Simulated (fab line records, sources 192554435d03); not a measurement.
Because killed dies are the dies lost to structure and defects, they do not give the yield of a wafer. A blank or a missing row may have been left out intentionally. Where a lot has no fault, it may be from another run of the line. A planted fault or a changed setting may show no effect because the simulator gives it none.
What tool caused it? :: flow n5_finfet :: 10 lots, 27 wafers sampled, at 5 steps of a route of 1938

== WHAT THE GAUGES READ, wafer by wafer ==
N5_BEOL_M12_RS_MEAS_54: measurement is done with a four-point probe. Usual: M12_RS gives 0.0599 ohm/sq (standard deviation 0.0007).
lot: L284
measured: day 11 05:16
on: film_metro-01
M12_RS (ohm/sq): 0.0603 0.0588 0.0589
flag: 

lot: L291
measured: day 12 18:10
on: film_metro-02
M12_RS (ohm/sq): 0.0609 0.0591 0.0596
flag: 

lot: L292
measured: day 12 22:44
on: film_metro-01
M12_RS (ohm/sq): 0.0607 0.0588 0.0592
flag: 

lot: L293
measured: day 14 01:02
on: film_metro-02
M12_RS (ohm/sq): 0.0597 0.0598 0.0596
flag: 

lot: L294
measured: day 14 02:09
on: film_metro-01
M12_RS (ohm/sq): 0.0582 0.0587
flag: 

lot: L300
measured: day 15 20:50
on: film_metro-01
M12_RS (ohm/sq): 0.0583 0.0595
flag: 

lot: L299
measured: day 15 21:34
on: film_metro-02
M12_RS (ohm/sq): 0.0577 0.0589
flag: 

lot: L303
measured: day 16 12:29
on: film_metro-02
M12_RS (ohm/sq): 0.0608 0.0600 0.0603
flag: 

lot: L304
measured: day 16 15:34
on: film_metro-01
M12_RS (ohm/sq): 0.0599 0.0585 0.0595
flag: 

lot: L302
measured: day 16 19:44
on: film_metro-01
M12_RS (ohm/sq): 0.0600 0.0594 0.0597
flag: 

== WHICH TOOL RAN EACH LOT (tool, then ch and the chambers of the sampled wafers, then the start) ==
lot: L284
N5_BEOL_M12_ETCH_68: rie_diel-05 ch 1,2,3, day 11 02:04
N5_BEOL_M12_STRIP_37: plasma_asher-01 ch 1, day 11 02:26
N5_BEOL_M12_SPUTTER_43: pvd_sputter-02, day 11 03:38
N5_BEOL_M12_CMP_49: cmp-01 ch 1,2, day 11 04:53

lot: L291
N5_BEOL_M12_ETCH_68: rie_diel-06 ch 0,1,3, day 12 15:56
N5_BEOL_M12_STRIP_37: plasma_asher-02 ch 0,1, day 12 16:18
N5_BEOL_M12_SPUTTER_43: pvd_sputter-03, day 12 17:02
N5_BEOL_M12_CMP_49: cmp-03 ch 0,1, day 12 17:47

lot: L292
N5_BEOL_M12_ETCH_68: rie_diel-06 ch 1,2,3, day 12 20:05
N5_BEOL_M12_STRIP_37: plasma_asher-02 ch 0,1, day 12 20:29
N5_BEOL_M12_SPUTTER_43: pvd_sputter-01, day 12 21:15
N5_BEOL_M12_CMP_49: cmp-01 ch 1,2,3, day 12 22:21

lot: L293
N5_BEOL_M12_ETCH_68: rie_diel-02 ch 2,3, day 13 16:01
N5_BEOL_M12_STRIP_37: plasma_asher-01 ch 0,1, day 13 16:23
N5_BEOL_M12_SPUTTER_43: pvd_sputter-01, day 13 21:49
N5_BEOL_M12_CMP_49: cmp-02 ch 1,2,3, day 14 00:37

lot: L294
N5_BEOL_M12_ETCH_68: rie_diel-05 ch 1, day 13 21:56
N5_BEOL_M12_STRIP_37: plasma_asher-02 ch 0,1, day 13 22:18
N5_BEOL_M12_SPUTTER_43: pvd_sputter-01, day 13 22:45
N5_BEOL_M12_CMP_49: cmp-03 ch 1,2, day 14 01:46

lot: L300
N5_BEOL_M12_ETCH_68: rie_diel-02 ch 1,3, day 15 14:01
N5_BEOL_M12_STRIP_37: plasma_asher-01 ch 1, day 15 14:24
N5_BEOL_M12_SPUTTER_43: pvd_sputter-01, day 15 16:44
N5_BEOL_M12_CMP_49: cmp-01 ch 2,3, day 15 20:25

lot: L299
N5_BEOL_M12_ETCH_68: rie_diel-06 ch 0,1, day 15 14:24
N5_BEOL_M12_STRIP_37: plasma_asher-01 ch 0,1, day 15 14:47
N5_BEOL_M12_SPUTTER_43: pvd_sputter-01, day 15 17:05
N5_BEOL_M12_CMP_49: cmp-03 ch 2,3, day 15 21:11

lot: L303
N5_BEOL_M12_ETCH_68: rie_diel-06 ch 1,2,3, day 16 07:51
N5_BEOL_M12_STRIP_37: plasma_asher-02 ch 0,1, day 16 08:15
N5_BEOL_M12_SPUTTER_43: pvd_sputter-03, day 16 08:59
N5_BEOL_M12_CMP_49: cmp-03 ch 0,3, day 16 12:04

lot: L304
N5_BEOL_M12_ETCH_68: rie_diel-05 ch 0,2,3, day 16 10:51
N5_BEOL_M12_STRIP_37: plasma_asher-01 ch 0,1, day 16 11:15
N5_BEOL_M12_SPUTTER_43: pvd_sputter-02, day 16 11:38
N5_BEOL_M12_CMP_49: cmp-01 ch 1,2,3, day 16 15:16

lot: L302
N5_BEOL_M12_ETCH_68: rie_diel-02 ch 0,1,3, day 16 14:33
N5_BEOL_M12_STRIP_37: plasma_asher-01 ch 0,1, day 16 14:57
N5_BEOL_M12_SPUTTER_43: pvd_sputter-02, day 16 15:19
N5_BEOL_M12_CMP_49: cmp-02 ch 0,1,3, day 16 19:26
- N5_BEOL_M12_ETCH_68: etches SOC in N2/H2, time 285 s.
- N5_BEOL_M12_STRIP_37: strips in N2/H2.
- N5_BEOL_M12_SPUTTER_43: material TaN, target thk 15 nm, time 24.19 s.
- N5_BEOL_M12_CMP_49: polishes, stops on SiOC, t overpolish 20.6 s, target thk 320 nm.

== WHAT THE TOOLS THEMSELVES READ (means of the sampled wafers that have a number; where no wafer has one, the mark that the record gives instead) ==
N5_BEOL_M12_ETCH_68. Usual: drypump_motor_current_A 5.8 A, standard deviation 0.38; n2_flow_sccm 200.0 sccm, standard deviation 0.64; oes_product_au 0.84 a.u., standard deviation 0.077; rf_vpp_V 524.4 V, standard deviation 2.7; showerhead_plenum_p_Torr 2.56 Torr, standard deviation 0.097; throttle_valve_pct 17.75 %, standard deviation 0.19.
lot: L284
tool: rie_diel-05
drypump_motor_current_A (A): 5.7
n2_flow_sccm (sccm): 200.3
oes_product_au (a.u.): 0.83
rf_vpp_V (V): 523.3
showerhead_plenum_p_Torr (Torr): 2.53
throttle_valve_pct (%): 17.79
flag: 

lot: L291
tool: rie_diel-06
drypump_motor_current_A (A): 5.5
n2_flow_sccm (sccm): 199.8
oes_product_au (a.u.): 0.83
rf_vpp_V (V): 525.6
showerhead_plenum_p_Torr (Torr): 2.60
throttle_valve_pct (%): 17.82
flag: 

lot: L292
tool: rie_diel-06
drypump_motor_current_A (A): 5.7
n2_flow_sccm (sccm): 199.5
oes_product_au (a.u.): 0.82
rf_vpp_V (V): 524.8
showerhead_plenum_p_Torr (Torr): 2.59
throttle_valve_pct (%): 17.78
flag: 

lot: L293
tool: rie_diel-02
drypump_motor_current_A (A): 6.3
n2_flow_sccm (sccm): 200.0
oes_product_au (a.u.): 0.74
rf_vpp_V (V): 524.1
showerhead_plenum_p_Torr (Torr): 2.58
throttle_valve_pct (%): 17.78
flag: 

lot: L294
tool: rie_diel-05
drypump_motor_current_A (A): 5.5
n2_flow_sccm (sccm): 200.4
oes_product_au (a.u.): 0.88
rf_vpp_V (V): 523.2
showerhead_plenum_p_Torr (Torr): 2.48
throttle_valve_pct (%): 17.67
flag: 

lot: L300
tool: rie_diel-02
drypump_motor_current_A (A): 6.1
n2_flow_sccm (sccm): 200.5
oes_product_au (a.u.): 0.79
rf_vpp_V (V): 524.5
showerhead_plenum_p_Torr (Torr): 2.56
throttle_valve_pct (%): 17.66
flag: 

lot: L299
tool: rie_diel-06
drypump_motor_current_A (A): 5.5
n2_flow_sccm (sccm): 199.2
oes_product_au (a.u.): 0.93
rf_vpp_V (V): 526.9
showerhead_plenum_p_Torr (Torr): 2.64
throttle_valve_pct (%): 17.69
flag: 

lot: L303
tool: rie_diel-06
drypump_motor_current_A (A): 5.7
n2_flow_sccm (sccm): 200.0
oes_product_au (a.u.): 0.87
rf_vpp_V (V): 524.5
showerhead_plenum_p_Torr (Torr): 2.59
throttle_valve_pct (%): 17.66
flag: 

lot: L304
tool: rie_diel-05
drypump_motor_current_A (A): 5.8
n2_flow_sccm (sccm): 200.3
oes_product_au (a.u.): 0.83
rf_vpp_V (V): 524.9
showerhead_plenum_p_Torr (Torr): 2.58
throttle_valve_pct (%): 17.89
flag: 

lot: L302
tool: rie_diel-02
drypump_motor_current_A (A): 6.1
n2_flow_sccm (sccm): 199.8
oes_product_au (a.u.): 0.79
rf_vpp_V (V): 523.2
showerhead_plenum_p_Torr (Torr): 2.53
throttle_valve_pct (%): 17.71
flag: 

N5_BEOL_M12_STRIP_37. Usual: drypump_motor_current_A 5.6 A, standard deviation 0.45; heater_power_w 312 W, standard deviation 39; n2_flow_sccm 1750 sccm, standard deviation 5.1; oes_product_au 0.788 a.u., standard deviation 0.0099.
lot: L284
tool: plasma_asher-01
drypump_motor_current_A (A): 6.2
heater_power_w (W): 287
n2_flow_sccm (sccm): 1751
oes_product_au (a.u.): 0.790
flag: 

lot: L291
tool: plasma_asher-02
drypump_motor_current_A (A): 5.7
heater_power_w (W): 329
n2_flow_sccm (sccm): 1751
oes_product_au (a.u.): 0.781
flag: 

lot: L292
tool: plasma_asher-02
drypump_motor_current_A (A): 5.5
heater_power_w (W): 353
n2_flow_sccm (sccm): 1754
oes_product_au (a.u.): 0.796
flag: 

lot: L293
tool: plasma_asher-01
drypump_motor_current_A (A): 5.5
heater_power_w (W): 290
n2_flow_sccm (sccm): 1756
oes_product_au (a.u.): 0.785
flag: 

lot: L294
tool: plasma_asher-02
drypump_motor_current_A (A): 5.7
heater_power_w (W): 344
n2_flow_sccm (sccm): 1750
oes_product_au (a.u.): 0.786
flag: 

lot: L300
tool: plasma_asher-01
drypump_motor_current_A (A): 6.2
heater_power_w (W): 290
n2_flow_sccm (sccm): 1749
oes_product_au (a.u.): 0.788
flag: 

lot: L299
tool: plasma_asher-01
drypump_motor_current_A (A): 5.6
heater_power_w (W): 285
n2_flow_sccm (sccm): 1750
oes_product_au (a.u.): 0.776
flag: 

lot: L303
tool: plasma_asher-02
drypump_motor_current_A (A): 5.7
heater_power_w (W): 334
n2_flow_sccm (sccm): 1748
oes_product_au (a.u.): 0.802
flag: 

lot: L304
tool: plasma_asher-01
drypump_motor_current_A (A): 5.5
heater_power_w (W): 292
n2_flow_sccm (sccm): 1750
oes_product_au (a.u.): 0.781
flag: 

lot: L302
tool: plasma_asher-01
drypump_motor_current_A (A): 5.8
heater_power_w (W): 288
n2_flow_sccm (sccm): 1744
oes_product_au (a.u.): 0.787
flag: 

N5_BEOL_M12_SPUTTER_43. Usual: throttle_valve_pct 29.9 %, standard deviation 0.61.
lot: L284
tool: pvd_sputter-02
throttle_valve_pct (%): 29.7
flag: 

lot: L291
tool: pvd_sputter-03
throttle_valve_pct (%): 29.8
flag: 

lot: L292
tool: pvd_sputter-01
throttle_valve_pct (%): 30.4
flag: 

lot: L293
tool: pvd_sputter-01
throttle_valve_pct (%): 30.6
flag: 

lot: L294
tool: pvd_sputter-01
throttle_valve_pct (%): 30.2
flag: 

lot: L300
tool: pvd_sputter-01
throttle_valve_pct (%): 30.2
flag: 

lot: L299
tool: pvd_sputter-01
throttle_valve_pct (%): 30.5
flag: 

lot: L303
tool: pvd_sputter-03
throttle_valve_pct (%): 29.6
flag: 

lot: L304
tool: pvd_sputter-02
throttle_valve_pct (%): 29.1
flag: 

lot: L302
tool: pvd_sputter-02
throttle_valve_pct (%): 30.2
flag: 

N5_BEOL_M12_CMP_49. Usual: barrier_field_endpoint_s 30.3 s, standard deviation 0.7; clearing_platen_down_force_psi 1.500 psi, standard deviation 0.0031; edge_zone_pressure_frac 0.999, standard deviation 0.0051; motor_current_A 6.3 A, standard deviation 0.61; slurry_flow_ml_min 150.0, standard deviation 0.47.
lot: L284
tool: cmp-01
barrier_field_endpoint_s (s): 30.0
clearing_platen_down_force_psi (psi): 1.494
edge_zone_pressure_frac: 0.997
motor_current_A (A): 6.8
slurry_flow_ml_min: 150.2
flag: 

lot: L291
tool: cmp-03
barrier_field_endpoint_s (s): 30.5
clearing_platen_down_force_psi (psi): 1.501
edge_zone_pressure_frac: 1.002
motor_current_A (A): 6.7
slurry_flow_ml_min: 150.0
flag: 

lot: L292
tool: cmp-01
barrier_field_endpoint_s (s): 30.0
clearing_platen_down_force_psi (psi): 1.500
edge_zone_pressure_frac: 1.003
motor_current_A (A): 6.7
slurry_flow_ml_min: 150.3
flag: 

lot: L293
tool: cmp-02
barrier_field_endpoint_s (s): 30.1
clearing_platen_down_force_psi (psi): 1.500
edge_zone_pressure_frac: 1.000
motor_current_A (A): 5.8
slurry_flow_ml_min: 150.2
flag: 

lot: L294
tool: cmp-03
barrier_field_endpoint_s (s): 27.9
clearing_platen_down_force_psi (psi): 1.501
edge_zone_pressure_frac: 0.996
motor_current_A (A): 6.6
slurry_flow_ml_min: 150.2
flag: OFF

lot: L300
tool: cmp-01
barrier_field_endpoint_s (s): 26.9
clearing_platen_down_force_psi (psi): 1.497
edge_zone_pressure_frac: 0.998
motor_current_A (A): 6.6
slurry_flow_ml_min: 150.6
flag: OFF

lot: L299
tool: cmp-03
barrier_field_endpoint_s (s): 25.4
clearing_platen_down_force_psi (psi): 1.498
edge_zone_pressure_frac: 1.001
motor_current_A (A): 6.0
slurry_flow_ml_min: 149.4
flag: OFF

lot: L303
tool: cmp-03
barrier_field_endpoint_s (s): 30.2
clearing_platen_down_force_psi (psi): 1.500
edge_zone_pressure_frac: 0.998
motor_current_A (A): 6.4
slurry_flow_ml_min: 150.3
flag: 

lot: L304
tool: cmp-01
barrier_field_endpoint_s (s): 30.4
clearing_platen_down_force_psi (psi): 1.499
edge_zone_pressure_frac: 0.998
motor_current_A (A): 6.7
slurry_flow_ml_min: 149.7
flag: 

lot: L302
tool: cmp-02
barrier_field_endpoint_s (s): 30.0
clearing_platen_down_force_psi (psi): 1.502
edge_zone_pressure_frac: 1.001
motor_current_A (A): 6.3
slurry_flow_ml_min: 150.0
flag: 

== THE ANSWER, worked out from the rows above alone ==
Rule: take the mean of a lot's wafers that have a number; if it is more than 3 standard deviations from the usual mean, the lot is off. A lot without any number at a reading at which 4 lots or more have one is off too. Where the step has rows for the other lots, those lots are counted as sound. The gauges are gone through in route order, then the tools' own readings, and for those a lot's mean is taken as printed above. The first step at which some lot is off is used, and at that step the reading that is off furthest; a lot without a number counts as furthest.
Off: L294, L300, L299 (N5_BEOL_M12_CMP_49, barrier_field_endpoint_s).
A tool fits if, at that step or a process step before it, it ran every lot that is off, and no sound lot after the first of them. One candidate fits, namely pvd_sputter-01 at N5_BEOL_M12_SPUTTER_43. A fault onset in the window from L293 (day 13 21:49, its last sound lot) to L294 (day 13 22:45, its first lot off) fits.

== WHAT THE SIMULATOR HAD INSERTED ==
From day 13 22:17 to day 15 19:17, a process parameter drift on pvd_sputter-01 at N5_BEOL_M12_SPUTTER_43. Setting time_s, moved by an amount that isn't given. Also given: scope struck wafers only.
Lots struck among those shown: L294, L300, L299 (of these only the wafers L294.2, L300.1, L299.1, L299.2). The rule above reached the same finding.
